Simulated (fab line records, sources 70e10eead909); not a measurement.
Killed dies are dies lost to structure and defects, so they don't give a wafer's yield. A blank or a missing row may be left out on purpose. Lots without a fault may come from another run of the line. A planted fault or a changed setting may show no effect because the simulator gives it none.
Chamber matching | flow nand_harc | NHARC_P_ZERO_WELL_DESCUM_39 on rie_diel-09: 4 sister chambers
The step chemistry O2, time 3 s. 4 wafers are shown with their chamber, then 10 later ones without.

WAFERS WITH THEIR CHAMBER
wafer  | chamber | drypump_motor_current_A (A)
L087.1 | 3       | 5.3
L087.6 | 2       | 6.2
L087.2 | 0       | 6.0
L087.4 | 1       | 6.0

WAFERS WITHOUT THEIR CHAMBER
wafer  | drypump_motor_current_A (A)
L087.5 | 5.3
L092.3 | 6.2
L092.5 | 6.0
L092.6 | 5.3
L093.1 | 6.2
L093.3 | 5.3
L093.6 | 5.3
L095.2 | 6.2
L095.3 | 5.4
L095.5 | 5.4

WHICH CHAMBER EACH WENT THROUGH
wafer  | from the rows above     | in truth
L087.5 | 3                       | 3
L092.3 | 2                       | 2
L092.5 | can't be placed: 0 or 1 | 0
L092.6 | 3                       | 3
L093.1 | 2                       | 2
L093.3 | 3                       | 3
L093.6 | 3                       | 3
L095.2 | 2                       | 2
L095.3 | 3                       | 3
L095.5 | 3                       | 3
Placed correctly: 9 of 10. Can't be placed from these rows: 1 (the true chamber is among the candidates in 1). Placed wrongly: 0.
How it was worked out, from the rows above alone: a wafer's distance from a chamber is the root of the sum, over the readings, of the square of ((its reading less the chamber's mean) divided by the reading's scatter). The wafer belongs to the nearest chamber; if the next one is less than 2 further off, it can't be placed. A chamber's mean is the mean of its shown wafers. The scatter: with one shown wafer a chamber, the root of the mean of the squares of how far each hidden wafer lies from its nearest shown one.
